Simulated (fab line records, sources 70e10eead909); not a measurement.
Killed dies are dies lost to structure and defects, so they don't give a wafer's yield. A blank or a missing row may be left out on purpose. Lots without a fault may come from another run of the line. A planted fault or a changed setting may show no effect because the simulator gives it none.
fab line records | flow nand_harc
record lots=7 wafers=21 last_day=33
route steps=1302 shown P_CONTACT@248 P_M0@253 END@1302
lots that met no fault: from a run of the same line without faults
start_h: hours from the record's first day to the start of the lot's first wafer shown | wait_h: hours since the lot's step before | " the same as in the row above | L1.1+2: a row that stands for several wafers | - no value, or no start given | * or withheld: withheld | < > ~ a bound
route shown NAME@n: a module of which the file shows steps, and the number in the route of the first | usual: mean/standard deviation of fault-free wafers | same: alike in all rows | chamber/n: place in a boat | sites: the reading at each site | _std_site: their standard deviation | _edge_site: outer sites' mean less inner sites' | radius_mm: how far each site lies from the wafer's centre | mask NAME#n: copy n | behind: the tool/chamber that last shaped the wafer | hold: why the lot was held/for how many hours/how that ended | device: the transistor (n, p or np) that didn't switch | end of line: the same wafers' tests at the end of the route | a step without rows: its recipe alone | killed: dies lost to structure and defects at the first sort, not the wafer's yield | map: a wafer's dies, x killed, . not, _ none there
set.NAME: the setting as run; set.NAME@STEP: as run at that earlier step | model.NAME: the simulator's own value behind a step, which no gauge read
lots at some steps of the route; a table a step, a row a wafer
services: from which hour (start_h, from the record's first day; less than 0 if before it) a tool's chamber was out of use, for how many hours, and why
## steps
# step NHARC_P_CONTACT_CVD_23
# recipe target_thk_a=2000 temp_c=300 pressure_torr=40 wf6_flow_sccm=40 h2_flow_sccm=1600 ar_flow_sccm=1560 time_s=557 material=W
# usual chamber_pressure_Torr=40.01/0.079 heater_power_w=476/43 susceptor_temp_C=300.00/0.2 throttle_valve_pct=7.9/0.32
# columns lot.wafer tool chamber start_h wait_h chamber_pressure_Torr heater_power_w susceptor_temp_C throttle_valve_pct
L174.4 cvd_w-01 1 - - 39.84 437 299.94 8.0
L174.6 " 0 " " 40.00 460 300.22 7.6
L174.5 " 1 " " 40.00 444 299.89 7.7
L176.1 cvd_w-02 0 - - 39.91 466 299.83 8.5
L176.3 " 0 " " 40.03 469 299.89 8.3
L176.4 " 1 " " 39.97 538 299.80 8.0
L186.2 cvd_w-01 0 - - 39.84 441 300.22 7.6
L186.3 " 0 " " 39.96 454 300.02 7.7
L186.5 " 0 " " 40.10 449 299.96 7.6
L189.2 cvd_w-01 1 - - 39.97 436 - 7.7
L189.3 " 0 " " 40.06 455 - 7.9
L189.6 " 0 " " 40.01 457 - 7.6
L190.2 cvd_w-02 0 - - 39.96 476 299.84 8.0
L190.3 " 0 " " 40.04 469 299.83 8.2
L190.5 " 1 " " 40.20 526 299.84 7.9
L194.3 cvd_w-01 1 - - 39.99 426 - 7.8
L194.6 " 0 " " 39.96 443 - 7.6
L194.5 " 1 " " 40.00 428 - 8.1
L195.1 cvd_w-02 0 - - 39.90 470 300.14 8.0
L195.3 " 0 " " 39.91 479 300.01 7.9
L195.5 " 1 " " 40.07 553 300.00 7.7
# step NHARC_P_CONTACT_CMP_24
# recipe t_overpolish_s=30 target_thk_nm=200
# usual motor_current_A=12.0/1.2 overpolish_run_s=30.001/0.0097 slurry_flow_ml_min=150.0/0.46 time_to_endpoint_s=39.4/2.3
# columns lot.wafer tool chamber start_h wait_h motor_current_A overpolish_run_s slurry_flow_ml_min time_to_endpoint_s
L174.4 cmp-02 1 128.55 0.3 10.6 30.007 149.9 37.7
L174.5 " 3 " " 9.7 29.991 150.6 35.5
L174.6 " 0 " " 12.9 30.002 149.7 37.3
L176.3 cmp-02 3 145.06 0.4 10.0 30.003 150.7 37.7
L176.4 " 0 " " 13.0 29.989 150.3 36.7
L176.1 " 1 " " 10.7 29.982 149.7 39.3
L186.2 cmp-03 0 255.94 0.6 11.8 30.003 150.4 43.1
L186.3 " 1 " " 12.5 30.005 149.9 38.6
L186.5 " 0 " " 11.6 30.001 150.2 41.1
L189.2 cmp-02 3 280.63 0.5 10.1 29.990 150.1 39.3
L189.3 " 0 " " 12.9 30.007 150.6 38.8
L189.6 " 2 " " 10.6 30.005 150.3 39.6
L190.3 cmp-04 2 289.24 0.3 12.8 30.015 149.8 38.1
L190.2 " 0 " " 9.7 29.995 149.5 37.9
L190.5 " 2 " " 13.3 30.014 151.1 40.3
L194.3 cmp-04 1 336.24 0.4 10.8 29.988 150.0 37.8
L194.6 " 2 " " 14.2 30.017 149.8 36.2
L194.5 " 3 " " 12.3 30.005 149.4 34.9
L195.1 cmp-04 0 351.52 0.6 10.0 29.981 150.3 35.8
L195.3 " 1 " " 10.4 29.987 149.0 38.1
L195.5 " 3 " " 12.1 30.012 149.6 39.0
# step NHARC_P_CONTACT_SRD_26
# step NHARC_P_CONTACT_INSPECT_27
# usual raw_defect_count=287/120
# columns lot.wafer tool chamber start_h wait_h raw_defect_count
L174.4 defect_inspect-01 - 128.91 0.1 209
L174.5 " - " " 119
L174.6 " - " " 130
L176.1 defect_inspect-01 - 145.43 0.1 672
L176.3 " - " " 724
L176.4 " - " " 692
L186.2 defect_inspect-02 - 256.34 0.1 480
L186.3 " - " " 294
L186.5 " - " " 269
L189.2 defect_inspect-01 - 281.01 0.1 220
L189.3 " - " " 582
L189.6 " - " " 356
L190.2 defect_inspect-02 - 289.61 0.1 304
L190.3 " - " " 193
L190.5 " - " " 173
L194.3 defect_inspect-01 - 336.57 0.1 221
L194.5 " - " " 148
L194.6 " - " " 258
L195.1 defect_inspect-01 - 351.90 0.1 390
L195.3 " - " " 382
L195.5 " - " " 335
# step NHARC_P_M0_DEP_00
# recipe target_thk_a=1500 target_thk_nm=150 temp_c=withheld pressure_torr=5 flow_sccm=200 rf_w=600 material=SiOC
# step NHARC_P_M0_DEHYDRATE_01
# recipe temp_c=150 time_s=120
# step NHARC_P_M0_HMDS_02
# recipe time_s=30
# step NHARC_P_M0_COAT_33
# recipe temp_c=200 time_s=65
# step NHARC_P_M0_COAT_03
# recipe spin_rpm=1500 resist_thk_nm=90
# step NHARC_P_M0_SOFTBAKE_04
# recipe temp_c=105 time_s=55
# step NHARC_P_M0_EBR_05
# step NHARC_P_M0_EXPOSE_06
# recipe na=1.35 target_cd_nm=90 dose_mj=81.28 mask_id=P_M0
# usual exposure_dose_mJ_cm2=81.22/0.099
# columns lot.wafer tool chamber start_h wait_h mask exposure_dose_mJ_cm2
L174.4 arfi_scanner-02 0 129.68 - P_M0#0 81.11
L174.5 " 0 " " P_M0#0 81.11
L174.6 " 0 " " P_M0#0 81.16
L176.1 arfi_scanner-01 0 146.19 - P_M0#0 81.34
L176.3 " 0 " " P_M0#0 81.37
L176.4 " 0 " " P_M0#0 81.29
L186.2 arfi_scanner-02 0 257.11 - P_M0#0 84.29
L186.3 " 0 " " P_M0#0 84.49
L186.5 " 0 " " P_M0#0 84.45
L189.2 arfi_scanner-02 0 281.78 - P_M0#0 83.76
L189.3 " 0 " " P_M0#0 83.88
L189.6 " 0 " " P_M0#0 83.97
L190.2 arfi_scanner-02 0 290.26 - P_M0#0 83.26
L190.3 " 0 " " P_M0#0 83.19
L190.5 " 0 " " P_M0#0 83.25
L194.3 arfi_scanner-01 0 337.33 - P_M0#0 81.30
L194.5 " 0 " " P_M0#0 81.31
L194.6 " 0 " " P_M0#0 81.31
L195.1 arfi_scanner-03 0 352.66 - P_M0#0 81.24
L195.3 " 0 " " P_M0#0 81.17
L195.5 " 0 " " P_M0#0 81.23
# step NHARC_P_M0_PEB_07
# recipe peb_temp_c=100 peb_time_s=65
# step NHARC_P_M0_DEVELOP_08
# recipe develop_time_s=35 dev_temp_c=23
# step NHARC_P_M0_CD_MEAS_09
# recipe target_cd_nm=90 landing_energy_ev=500
# usual cd_nm=89.8/0.51
# columns lot.wafer tool chamber start_h wait_h cd_nm
L174.4 cd_sem-01 0 129.81 - 89.7
L174.5 " 0 " " 90.1
L174.6 " 0 " " 89.6
L176.1 cd_sem-01 0 146.33 - 90.0
L176.3 " 0 " " 89.1
L176.4 " 0 " " 89.1
L186.2 cd_sem-02 0 257.25 - 92.6
L186.3 " 0 " " 92.8
L186.5 " 0 " " 92.9
L189.2 cd_sem-03 0 281.92 - 92.0
L189.3 " 0 " " 91.1
L189.6 " 0 " " 91.4
L190.2 cd_sem-03 0 290.41 - 90.9
L190.3 " 0 " " 90.4
L190.5 " 0 " " 90.9
L194.3 cd_sem-03 0 337.47 - 89.5
L194.5 " 0 " " 90.1
L194.6 " 0 " " 90.3
L195.1 cd_sem-03 0 352.80 - 88.8
L195.3 " 0 " " 89.4
L195.5 " 0 " " 89.3
# step NHARC_P_M0_OVL_MEAS_10
# recipe pitch_nm=180
# usual overlay_x_nm=0.1/0.7 overlay_y_nm=-0.1/0.83
# columns lot.wafer tool chamber start_h wait_h overlay_x_nm overlay_y_nm
L174.4 overlay-02 - 129.89 - 0.7 0.1
L174.5 " - " " 0.7 0.1
L174.6 " - " " 0.4 -0.2
L176.1 overlay-01 - 146.42 - -1.3 0.2
L176.3 " - " " -0.9 0.6
L176.4 " - " " -1.3 0.5
L186.2 overlay-02 - 257.34 - 0.1 -0.2
L186.3 " - " " 0.4 0.1
L186.5 " - " " 1.0 0.0
L189.2 overlay-02 - 282.00 - -0.4 -0.1
L189.3 " - " " -0.7 0.3
L189.6 " - " " -0.6 -0.4
L190.2 overlay-01 - 290.50 - 0.0 0.0
L190.3 " - " " 0.2 -0.1
L190.5 " - " " 0.3 -0.1
L194.3 overlay-02 - 337.55 - -1.4 0.2
L194.5 " - " " -0.7 -0.3
L194.6 " - " " -0.9 0.1
L195.1 overlay-02 - 352.88 - 0.0 0.4
L195.3 " - " " -0.1 0.4
L195.5 " - " " -0.2 0.1
# step NHARC_P_M0_INSPECT_11
# usual raw_defect_count=4.3/2.5
# columns lot.wafer tool chamber start_h wait_h raw_defect_count
L174.4 defect_inspect-02 - 129.93 0.0 6
L174.5 " - " " 5
L174.6 " - " " 6
L176.1 defect_inspect-01 - 146.45 0.0 1
L176.3 " - " " 3
L176.4 " - " " 4
L186.2 defect_inspect-01 - 257.37 0.0 2
L186.3 " - " " 2
L186.5 " - " " 5
L189.2 defect_inspect-02 - 282.04 0.0 6
L189.3 " - " " 12
L189.6 " - " " 3
L190.2 defect_inspect-01 - 290.53 0.0 1
L190.3 " - " " 3
L190.5 " - " " 1
L194.3 defect_inspect-02 - 337.59 0.0 4
L194.5 " - " " 3
L194.6 " - " " 5
L195.1 defect_inspect-02 - 352.92 0.0 7
L195.3 " - " " 4
L195.5 " - " " 0
# step NHARC_P_M0_DESCUM_14
# recipe time_s=3 o2_flow_sccm=200 ar_flow_sccm=0 bias_power_w=0 chemistry=O2
# usual drypump_motor_current_A=5.8/0.34 oes_product_au=0.998/0.0076 rf_vpp_V=58.0/0.82 showerhead_plenum_p_Torr=1.94/0.081 throttle_valve_pct=11.311/0.0087
# columns lot.wafer tool chamber start_h wait_h drypump_motor_current_A oes_product_au rf_hours_counter_h rf_vpp_V showerhead_plenum_p_Torr throttle_valve_pct model.P_M0.cd_nm
L174.4 rie_diel-05 0 130.00 0.1 6.4 1.007 28 59.1 2.07 11.309 89.52
L174.5 " 3 " " 6.1 1.020 - 58.3 1.94 11.332 90.52
L174.6 " 0 " " 6.4 1.006 - 57.7 2.07 11.307 89.47
L176.4 rie_diel-05 0 146.52 0.1 6.4 0.999 30 58.5 2.07 11.302 88.67
L176.3 " 1 " " 5.5 0.994 28 58.9 1.93 11.329 88.48
L176.1 " 2 " " 6.2 1.009 28 58.5 1.88 11.301 89.74
L186.2 rie_diel-01 3 257.43 0.1 5.7 1.002 7 55.8 1.85 11.319 92.55
L186.3 " 0 " " 6.0 0.993 8 57.3 2.05 11.317 92.93
L186.5 " 3 " " 5.7 0.996 - 58.9 1.85 11.320 93.28
L189.3 rie_diel-05 1 282.10 0.1 5.5 0.996 12 58.4 1.92 11.315 90.85
L189.2 " 2 " " 6.1 1.005 12 58.0 1.86 11.310 92.04
L189.6 " 1 " " 5.5 0.998 - 58.4 1.92 11.303 91.69
L190.2 rie_diel-01 2 290.60 0.1 5.8 0.989 11 57.4 1.90 11.322 90.54
L190.3 " 3 " " 5.7 0.996 11 57.6 1.85 11.320 90.62
L190.5 " 1 " " 5.9 0.986 - 57.6 2.01 11.299 90.77
L194.3 rie_diel-07 3 337.65 0.1 6.3 1.005 8 58.6 2.00 11.317 89.92
L194.5 " 3 " " 6.3 1.004 - 58.7 2.00 11.318 90.16
L194.6 " 0 " " 5.0 1.008 - 57.3 1.79 11.312 90.46
L195.1 rie_diel-01 3 352.98 0.1 5.7 0.995 19 57.6 1.84 11.312 89.08
L195.3 " 1 " " 5.9 0.982 22 57.1 2.01 11.296 88.7
L195.5 " 3 " " 5.7 0.991 - 57.7 1.84 11.306 89.46
# step NHARC_P_M0_ETCH_34
# recipe target_depth_a=400 overetch_a=120 time_s=43.94 ion_energy_ev=200 n2_flow_sccm=150 h2_flow_sccm=150 ar_flow_sccm=0 rf_w=400 bias_w=150 chemistry=N2/H2
# usual bias_w=150.0/0.47 drypump_motor_current_A=5.9/0.33 oes_product_au=0.998/0.0079 rf_vpp_V=431.3/2.5 showerhead_plenum_p_Torr=2.07/0.088 throttle_valve_pct=14.172/0.0093
# columns lot.wafer tool chamber start_h wait_h bias_w drypump_motor_current_A oes_product_au rf_hours_counter_h rf_vpp_V showerhead_plenum_p_Torr throttle_valve_pct
L174.4 rie_diel-05 2 130.09 0.1 150.4 6.2 1.009 26 429.8 2.00 14.162
L174.6 " 3 " " 150.5 6.1 0.998 - 432.5 2.07 14.159
L174.5 " 0 " " 150.5 6.4 0.999 - 434.6 2.21 14.167
L176.1 rie_diel-05 2 146.61 0.1 150.2 6.2 1.001 28 429.5 2.00 14.185
L176.4 " 3 " " 150.5 6.1 1.004 33 431.5 2.07 14.166
L176.3 " 0 " " 150.2 6.4 1.000 30 435.4 2.21 14.167
L186.3 rie_diel-01 0 257.53 0.1 150.1 6.1 0.993 8 436.0 2.19 14.171
L186.2 " 1 " " 149.9 5.9 0.979 8 433.3 2.15 14.171
L186.5 " 3 " " 149.8 5.6 0.984 - 428.7 1.97 14.170
L189.2 rie_diel-05 0 282.18 0.1 150.1 6.4 0.977 14 434.9 2.19 14.173
L189.3 " 1 " " 149.5 5.5 0.992 12 429.9 2.05 14.171
L189.6 " 1 " " 149.7 5.5 0.987 - 432.3 2.05 14.180
L190.3 rie_diel-01 2 290.68 0.1 149.4 5.9 0.997 11 429.6 2.03 14.187
L190.2 " 0 " " 149.8 6.0 0.986 12 435.3 2.18 14.171
L190.5 " 3 " " 150.2 5.6 1.004 - 429.4 1.97 14.165
L194.3 rie_diel-07 2 337.80 0.1 149.1 5.5 1.005 10 429.5 2.01 14.172
L194.6 " 3 " " 149.8 6.3 1.006 - 434.6 2.14 14.153
L194.5 " 0 " " 150.4 5.0 1.012 - 425.1 1.91 14.169
L195.1 rie_diel-01 1 353.08 0.1 149.9 5.9 1.004 22 433.2 2.14 14.174
L195.3 " 2 " " 150.0 5.9 1.001 22 430.6 2.02 14.169
L195.5 " 3 " " 149.6 5.6 0.987 - 428.7 1.96 14.164
# step NHARC_P_M0_ETCH_15
# recipe target_depth_a=1500 overetch_a=150 time_s=82.5 c4f8_flow_sccm=withheld ar_flow_sccm=400 rf_w=600 bias_w=300 chemistry=C4F8/Ar
# usual bias_w=299.9/0.94 oes_product_au=0.955/0.018 rf_vpp_V=441.4/2.4
# columns lot.wafer tool chamber start_h wait_h bias_w oes_product_au rf_hours_counter_h rf_vpp_V model.P_M0.cd_nm
L174.4 rie_diel-05 2 - - 301.7 0.986 26 439.5 89.06
L174.6 " 0 " " 298.3 0.964 - 444.2 89.09
L174.5 " 1 " " 299.2 0.975 - 441.1 90.69
L176.1 rie_diel-05 3 - - 298.5 0.972 33 441.5 89.78
L176.3 " 0 " " 300.3 0.961 30 445.4 88.24
L176.4 " 1 " " 301.2 0.966 28 441.7 88.41
L186.2 rie_diel-01 3 - - 299.3 0.961 7 438.9 92.48
L186.3 " 0 " " 300.3 0.966 8 443.7 92.71
L186.5 " 2 " " 299.9 0.980 - 439.5 93.05
L189.2 rie_diel-05 3 - - 300.3 0.977 15 441.1 92.08
L189.3 " 0 " " 299.2 0.965 14 443.9 90.87
L189.6 " 3 " " 300.4 0.989 - 441.0 91.52
L190.3 rie_diel-01 2 - - 299.0 0.938 11 441.2 90.54
L190.2 " 0 " " 300.8 0.931 12 444.5 90.32
L190.5 " 2 " " 300.2 0.927 - 440.6 90.68
L194.3 rie_diel-07 1 - - 300.3 0.954 11 440.8 89.69
L194.6 " 2 " " 299.9 0.958 - 439.0 90.55
L194.5 " 3 " " 301.1 0.946 - 443.2 89.92
L195.3 rie_diel-01 3 - - 297.6 0.968 19 437.8 88.49
L195.1 " 1 " " 300.3 0.973 22 443.6 89.01
L195.5 " 0 " " 299.2 0.963 - 445.1 89.55
# step NHARC_P_M0_CD_MEAS_16
# usual cd_nm=89.7/0.61
# columns lot.wafer tool chamber start_h wait_h cd_nm
L174.4 cd_sem-03 - 130.30 - 89.0
L174.5 " - " " 90.9
L174.6 " - " " 88.8
L176.1 cd_sem-01 - 146.82 - 90.0
L176.3 " - " " 88.3
L176.4 " - " " 88.6
L186.2 cd_sem-03 - 257.74 - 92.2
L186.3 " - " " 92.4
L186.5 " - " " 93.2
L189.2 cd_sem-01 - 282.40 - 92.1
L189.3 " - " " 90.9
L189.6 " - " " 91.8
L190.2 cd_sem-03 - 290.90 - 90.7
L190.3 " - " " 90.7
L190.5 " - " " 90.9
L194.3 cd_sem-02 - 338.01 - 89.6
L194.5 " - " " 90.0
L194.6 " - " " 90.4
L195.1 cd_sem-03 - 353.28 - 89.0
L195.3 " - " " 88.5
L195.5 " - " " 89.6
# step NHARC_END_SORT_01
# recipe temp_c=25
# usual defect_limited_yield=91.9/2.2 killed_at_array=50/14 killed_at_other=0.9/1 killed_at_periphery=3.9/2.5 killed_dies=55/15 killed_open=3.5/1.9 killed_short=2.5/1.7 sort_bin_2_pct=3.0/1.1 sort_bin_3_pct=0.6/0.33 sort_bin_4_pct=4.6/1.1 sort_n_pass=622/15 sort_rim_yield_pct=90/3.8 sort_yield_pct=91.9/2.2
# same gross_dies=677 sort_bin_5_pct[%]=0 sort_bin_6_pct[%]=0 sort_bin_7_pct[%]=0 sort_bin_8_pct[%]=0 sort_rim_n_gross=106.00
# columns lot.wafer tool chamber start_h wait_h defect_limited_yield[%] killed_at_array killed_at_other killed_at_periphery killed_dies killed_open killed_short sort_bin_2_pct[%] sort_bin_3_pct[%] sort_bin_4_pct[%] sort_n_pass sort_rim_yield_pct[%] sort_yield_pct[%]
L176.1 prober-01 0 575.38 2.5 96.5 21 2 1 24 1 2 0.7 0.1 2.7 653 95 96.5
L176.3 prober-01 0 576.97 3.1 95.6 23 1 6 30 5 2 1.0 0.3 3.1 647 92 95.6
L176.4 prober-01 0 577.76 3.4 95.7 22 2 5 29 4 3 2.1 0.3 1.9 648 93 95.7
L174.4 prober-02 0 577.82 3.4 92.8 47 1 1 49 3 2 1.5 0.9 4.9 628 89 92.8
L174.5 prober-02 0 578.61 3.7 91.4 57 0 1 58 2 7 3.4 0.7 4.4 619 87 91.4
L174.6 prober-02 0 579.41 4.0 91.4 51 2 5 58 6 7 1.9 0.4 6.2 619 86 91.4
L186.2 prober-02 0 703.77 2.8 89.5 69 0 2 71 4 2 4.6 0.6 5.3 606 92 89.5
L186.3 prober-02 0 704.57 3.1 91.7 56 0 0 56 7 2 3.8 0.3 4.1 621 83 91.7
L186.5 prober-02 0 706.18 3.7 90.3 62 1 3 66 5 3 4.7 0.6 4.4 611 92 90.3
L189.2 prober-01 0 719.44 2.8 91.0 52 2 7 61 6 4 2.7 1.0 5.3 616 90 91.0
L189.3 prober-01 0 720.24 3.1 87.1 73 2 12 87 7 3 4.7 0.7 7.4 590 88 87.1
L189.6 prober-01 0 722.63 4.0 88.9 68 4 3 75 4 4 4.0 0.9 6.2 602 89 88.9
L190.2 prober-02 0 754.85 2.9 92.2 50 1 2 53 1 2 2.8 0.4 4.6 624 94 92.2
L190.3 prober-02 0 755.66 3.1 91.1 56 0 4 60 7 3 2.4 0.7 5.8 617 91 91.1
L190.5 prober-02 0 757.26 3.7 91.4 55 1 2 58 2 3 2.5 1.0 5.0 619 93 91.4
L194.3 prober-01 0 780.06 3.1 97.5 13 0 4 17 3 4 0.9 0 1.6 660 95 97.5
L194.5 prober-01 0 781.64 3.7 96.9 13 2 6 21 3 0 0.9 0.1 2.1 656 94 96.9
L194.6 prober-01 0 782.44 4.0 95.0 27 2 5 34 7 1 1.8 0 3.2 643 96 95.0
# killed by level:class
L176.1 A_CHANNEL_HOLE_D2:chamber_film_flake=7 A_M1:chamber_film_flake=4 A_CHANNEL_HOLE_D1:chamber_film_flake=3 A_CONTACT:chamber_film_flake=3 THIN_TSV:chamber_film_flake=2 P_M2:geometric_particle:short=1 A_CHANNEL_HOLE_D1:geometric_particle:open=1 A_WL_FILL:geometric_particle:short=1
L176.3 A_CHANNEL_HOLE_D2:chamber_film_flake=5 A_CONTACT:chamber_film_flake=3 A_M1:chamber_film_flake=3 A_CHANNEL_HOLE_D2:geometric_particle:open=2 P_CONTACT:chamber_film_flake=2 A_CHANNEL_FILL_D1:chamber_film_flake=2 A_STAIRCASE:chamber_film_flake=2 P_M0:geometric_particle:open=1
L176.4 A_CHANNEL_HOLE_D2:chamber_film_flake=6 A_CHANNEL_FILL_D1:chamber_film_flake=3 P_M0:geometric_particle:open=2 A_CHANNEL_HOLE_D1:chamber_film_flake=2 A_STAIRCASE:chamber_film_flake=2 A_CONTACT:chamber_film_flake=2 A_M1:chamber_film_flake=2 THIN_TSV:chamber_film_flake=2
L174.4 A_SLIT:chamber_film_flake=20 A_CHANNEL_HOLE_D2:chamber_film_flake=17 A_ZERO_WELL:chamber_film_flake=2 A_ONON_D2:geometric_particle:open=1 A_WL_FILL:geometric_particle:short=1 A_M0:geometric_particle:open=1 A_M0:geometric_particle:short=1 A_M1:geometric_particle:open=1
L174.5 A_SLIT:chamber_film_flake=21 A_CHANNEL_HOLE_D2:chamber_film_flake=13 A_WL_FILL:geometric_particle:short=3 A_WL_FILL:chamber_film_flake=3 A_SGD_CUT:chamber_film_flake=3 A_CHANNEL_HOLE_D1:chamber_film_flake=2 A_STAIRCASE:chamber_film_flake=2 A_CONTACT:chamber_film_flake=2
L174.6 A_SLIT:chamber_film_flake=26 A_CHANNEL_HOLE_D2:chamber_film_flake=13 A_WL_FILL:geometric_particle:short=3 P_CONTACT:geometric_particle:open=2 A_M0:geometric_particle:open=2 A_ONON_D2:geometric_particle:short=1 A_CHANNEL_FILL_D2:geometric_particle:open=1 A_CHANNEL_FILL_D2:geometric_particle:short=1
L186.2 A_CHANNEL_HOLE_D1:chamber_film_flake=26 A_CHANNEL_HOLE_D2:chamber_film_flake=22 A_STAIRCASE:chamber_film_flake=6 A_CONTACT:chamber_film_flake=4 A_BONDPAD:chamber_film_flake=4 A_DECK1_JOINT:chamber_film_flake=2 P_STI:geometric_particle:short=1 P_M0:geometric_particle:open=1
L186.3 A_CHANNEL_HOLE_D2:chamber_film_flake=22 A_CHANNEL_HOLE_D1:chamber_film_flake=13 A_SLIT:chamber_film_flake=4 A_STAIRCASE:chamber_film_flake=3 A_ONON_D2:geometric_particle:short=2 A_CHANNEL_FILL_D2:geometric_particle:open=2 A_BONDPAD:chamber_film_flake=2 A_CHANNEL_FILL_D1:geometric_particle:open=1
L186.5 A_CHANNEL_HOLE_D1:chamber_film_flake=28 A_CHANNEL_HOLE_D2:chamber_film_flake=14 A_CONTACT:chamber_film_flake=5 A_STAIRCASE:chamber_film_flake=3 A_BONDPAD:chamber_film_flake=3 A_SLIT:chamber_film_flake=2 P_M0:geometric_particle:open=1 A_SOURCE_PLATE:geometric_particle:open=1
L189.2 A_SLIT:chamber_film_flake=18 A_CHANNEL_HOLE_D2:chamber_film_flake=13 A_CHANNEL_HOLE_D1:chamber_film_flake=5 P_STI:chamber_film_flake=3 A_CONTACT:chamber_film_flake=3 A_ONON_D1:geometric_particle:open=2 A_CHANNEL_FILL_D2:chamber_film_flake=2 THIN_TSV:chamber_film_flake=2
L189.3 A_SLIT:chamber_film_flake=26 A_CHANNEL_HOLE_D2:chamber_film_flake=19 A_CHANNEL_HOLE_D1:chamber_film_flake=5 P_ZERO_WELL:chamber_film_flake=4 A_STAIRCASE:chamber_film_flake=4 A_ONON_D1:geometric_particle:open=3 P_GATE:chamber_film_flake=3 A_WL_FILL:chamber_film_flake=3
L189.6 A_SLIT:chamber_film_flake=26 A_CHANNEL_HOLE_D2:chamber_film_flake=12 A_CHANNEL_HOLE_D1:chamber_film_flake=7 A_CONTACT:chamber_film_flake=6 A_STAIRCASE:chamber_film_flake=5 A_BONDPAD:chamber_film_flake=4 THIN_TSV:chamber_film_flake=4 A_CHANNEL_FILL_D2:chamber_film_flake=2
L190.2 A_CHANNEL_HOLE_D2:chamber_film_flake=23 A_CHANNEL_HOLE_D1:chamber_film_flake=9 A_CONTACT:chamber_film_flake=8 A_CHANNEL_FILL_D2:chamber_film_flake=6 P_CONTACT:geometric_particle:short=1 A_ONON_D2:geometric_particle:short=1 A_WL_FILL:geometric_particle:open=1 P_GATE:chamber_film_flake=1
L190.3 A_CHANNEL_HOLE_D2:chamber_film_flake=20 A_CONTACT:chamber_film_flake=9 A_CHANNEL_HOLE_D1:chamber_film_flake=5 A_SLIT:chamber_film_flake=4 P_GATE:chamber_film_flake=3 A_CHANNEL_FILL_D2:chamber_film_flake=3 A_CHANNEL_HOLE_D2:geometric_particle:open=2 A_CHANNEL_FILL_D2:geometric_particle:open=2
L190.5 A_CHANNEL_HOLE_D2:chamber_film_flake=26 A_CHANNEL_HOLE_D1:chamber_film_flake=8 A_CONTACT:chamber_film_flake=6 A_SLIT:chamber_film_flake=4 A_DECK1_JOINT:chamber_film_flake=2 A_CHANNEL_FILL_D2:chamber_film_flake=2 P_CONTACT:geometric_particle:open=1 A_DECK1_JOINT:geometric_particle:short=1
L194.3 A_SLIT:chamber_film_flake=3 P_CONTACT:chamber_film_flake=2 A_STAIRCASE:chamber_film_flake=2 P_STI:geometric_particle:short=1 A_ONON_D1:geometric_particle:open=1 A_ONON_D1:geometric_particle:short=1 A_CHANNEL_FILL_D1:geometric_particle:short=1 A_SGD_CUT:geometric_particle:short=1
L194.5 A_STAIRCASE:chamber_film_flake=4 A_SLIT:chamber_film_flake=3 A_CONTACT:chamber_film_flake=3 P_CONTACT:chamber_film_flake=2 THIN_TSV:chamber_film_flake=2 P_M0:geometric_particle:open=1 A_CHANNEL_HOLE_D1:geometric_particle:open=1 A_BLC:geometric_particle:open=1
L194.6 A_SLIT:chamber_film_flake=6 A_CONTACT:chamber_film_flake=5 A_STAIRCASE:chamber_film_flake=3 A_ONON_D2:geometric_particle:open=2 A_CHANNEL_FILL_D2:geometric_particle:open=2 P_CONTACT:chamber_film_flake=2 P_M2:chamber_film_flake=2 A_CHANNEL_FILL_D1:chamber_film_flake=2
## services
# columns tool chamber start_h hours kind
cvd_w-01 0 108.37 3.6 repair
rie_diel-01 2 108.40 9.6 repair
cmp-04 - 111.00 4.0 pm
arfi_scanner-02 - 140.00 4.0 pm
arfi_scanner-02 - 150.69 1.2 repair
rie_diel-01 3 151.56 4.5 repair
rie_diel-05 0 164.25 4.2 repair
cvd_w-01 - 185.00 13.0 pm
rie_diel-01 2 186.27 8.3 repair
rie_diel-01 - 204.32 9.0 pm
rie_diel-01 - 227.42 0.2 repair
arfi_scanner-02 - 231.04 3.9 repair
rie_diel-05 - 232.10 9.0 pm
rie_diel-05 - 242.03 0.4 repair
arfi_scanner-02 - 276.82 1.0 repair
rie_diel-05 2 289.97 4.6 repair
arfi_scanner-02 - 292.03 4.8 repair
rie_diel-01 3 305.68 3.7 repair
arfi_scanner-02 - 312.00 4.0 pm
arfi_scanner-02 - 319.76 0.6 repair
rie_diel-01 3 322.22 2.5 repair
rie_diel-05 0 331.09 1.7 repair
rie_diel-05 0 338.49 4.5 repair
cvd_w-01 1 345.36 4.3 repair
## key
first_sign step=NHARC_P_M0_EXPOSE_06 reading=exposure_dose_mJ_cm2 direction=up sigmas=26 usual=81.22 struck=83.84
effect step=NHARC_P_M0_CD_MEAS_09 reading=cd_nm direction=up sigmas=3.6 usual=89.8 struck=91.7 through=control_loop
effect step=NHARC_P_M0_CD_MEAS_16 reading=cd_nm direction=up sigmas=3.2 usual=89.7 struck=91.7 through=control_loop
model_effect step=NHARC_P_M0_DESCUM_14 value=P_M0.cd_nm without=89.71 struck=91.7
model_effect step=NHARC_P_M0_ETCH_15 value=P_M0.cd_nm without=89.59 struck=91.58
met_at NHARC_P_M0_EXPOSE_06
struck_wafers L186.2,L186.3,L186.5,L189.2,L189.3,L189.6,L190.2,L190.3,L190.5
loop_trim step=NHARC_P_M0_EXPOSE_06 setting=dose lots=L189,L190
onset_between 129.68 257.11
fault kind=process_parameter_drift tool=arfi_scanner-02 chamber=- onset_h=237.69 steps=NHARC_P_M0_EXPOSE_06 channel=dose_mj offset=3.2743 shape=step acts_in=these_recipes_only stated=81.28
# loop_trim: a control loop set the setting to another value than it would have without faults
